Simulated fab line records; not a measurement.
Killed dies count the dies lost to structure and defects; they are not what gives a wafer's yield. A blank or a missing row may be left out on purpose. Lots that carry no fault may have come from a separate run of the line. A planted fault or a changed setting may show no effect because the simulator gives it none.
Matching of chambers :: flow n5Finfet :: N5_FIN_CUT_CUT_ETCH_28 on rieSi-06: 4 sister chambers
The step etches Si in HBr/Cl2/O2, target depth 6 nm, time 2.4 s. 16 wafers are shown with their chamber, then 8 later ones without.

EACH WAFER AND ITS CHAMBER
wafer: L081.3
chamber: 1
drypumpMotorCurrentA (A): 6.0
oesProductAu (a.u.): 0.965

wafer: L081.4
chamber: 2
drypumpMotorCurrentA (A): 4.9
oesProductAu (a.u.): 1.016

wafer: L081.5
chamber: 3
drypumpMotorCurrentA (A): 5.0
oesProductAu (a.u.): 0.980

wafer: L084.1
chamber: 0
drypumpMotorCurrentA (A): 5.5
oesProductAu (a.u.): 1.003

wafer: L084.3
chamber: 1
drypumpMotorCurrentA (A): 6.0
oesProductAu (a.u.): 0.969

wafer: L084.6
chamber: 3
drypumpMotorCurrentA (A): 5.1
oesProductAu (a.u.): 0.991

wafer: L088.1
chamber: 0
drypumpMotorCurrentA (A): 5.6
oesProductAu (a.u.): 0.992

wafer: L088.2
chamber: 3
drypumpMotorCurrentA (A): 5.0
oesProductAu (a.u.): 0.986

wafer: L088.5
chamber: 0
drypumpMotorCurrentA (A): 5.5
oesProductAu (a.u.): 0.992

wafer: L089.1
chamber: 0
drypumpMotorCurrentA (A): 5.5
oesProductAu (a.u.): 0.991

wafer: L089.3
chamber: 1
drypumpMotorCurrentA (A): 6.0
oesProductAu (a.u.): 0.972

wafer: L089.4
chamber: 2
drypumpMotorCurrentA (A): 4.9
oesProductAu (a.u.): 1.003

wafer: L092.2
chamber: 1
drypumpMotorCurrentA (A): 6.0
oesProductAu (a.u.): 0.967

wafer: L092.5
chamber: 1
drypumpMotorCurrentA (A): 6.0
oesProductAu (a.u.): 0.970

wafer: L092.6
chamber: 2
drypumpMotorCurrentA (A): 4.9
oesProductAu (a.u.): 1.009

wafer: L093.1
chamber: 0
drypumpMotorCurrentA (A): 5.6
oesProductAu (a.u.): 1.000

SIGNATURES (averages over the wafers above)
reading: drypumpMotorCurrentA
chamber 0: 5.540
chamber 1: 6.000
chamber 2: 4.900
chamber 3: 5.033
scatter within a chamber: 0.0394

reading: oesProductAu
chamber 0: 0.99560
chamber 1: 0.96860
chamber 2: 1.00933
chamber 3: 0.98567
scatter within a chamber: 0.00496
Rule: for each reading, subtract the chamber's mean from the wafer's reading, divide by that reading's scatter and square the result; add these up over the readings and take the root, which gives the wafer's distance from the chamber. The wafer belongs to the nearest chamber; if the next one is less than 2 further off, it can't be placed. How the scatter is found: for the shown wafers, subtract from each reading the mean of its chamber, square and add these, divide the total by (wafers less chambers), then take the root.

WAFERS WITHOUT THEIR CHAMBER
wafer: L093.4
drypumpMotorCurrentA (A): 6.0
oesProductAu (a.u.): 0.961

wafer: L093.5
drypumpMotorCurrentA (A): 6.0
oesProductAu (a.u.): 0.966

wafer: L094.1
drypumpMotorCurrentA (A): 5.6
oesProductAu (a.u.): 0.994

wafer: L094.5
drypumpMotorCurrentA (A): 5.6
oesProductAu (a.u.): 0.994

wafer: L094.6
drypumpMotorCurrentA (A): 5.1
oesProductAu (a.u.): 0.987

wafer: L097.1
drypumpMotorCurrentA (A): 6.0
oesProductAu (a.u.): 0.966

wafer: L097.2
drypumpMotorCurrentA (A): 5.6
oesProductAu (a.u.): 0.998

wafer: L097.3
drypumpMotorCurrentA (A): 4.9
oesProductAu (a.u.): 1.007

EACH ONE'S CHAMBER
wafer: L093.4
from the rows above: 1
in truth: 1

wafer: L093.5
from the rows above: 1
in truth: 1

wafer: L094.1
from the rows above: 0
in truth: 0

wafer: L094.5
from the rows above: 0
in truth: 0

wafer: L094.6
from the rows above: 3
in truth: 3

wafer: L097.1
from the rows above: 1
in truth: 1

wafer: L097.2
from the rows above: 0
in truth: 0

wafer: L097.3
from the rows above: 2
in truth: 2
Correctly placed: 8 of 8. Can't be placed from these rows: 0. Wrongly placed: 0.
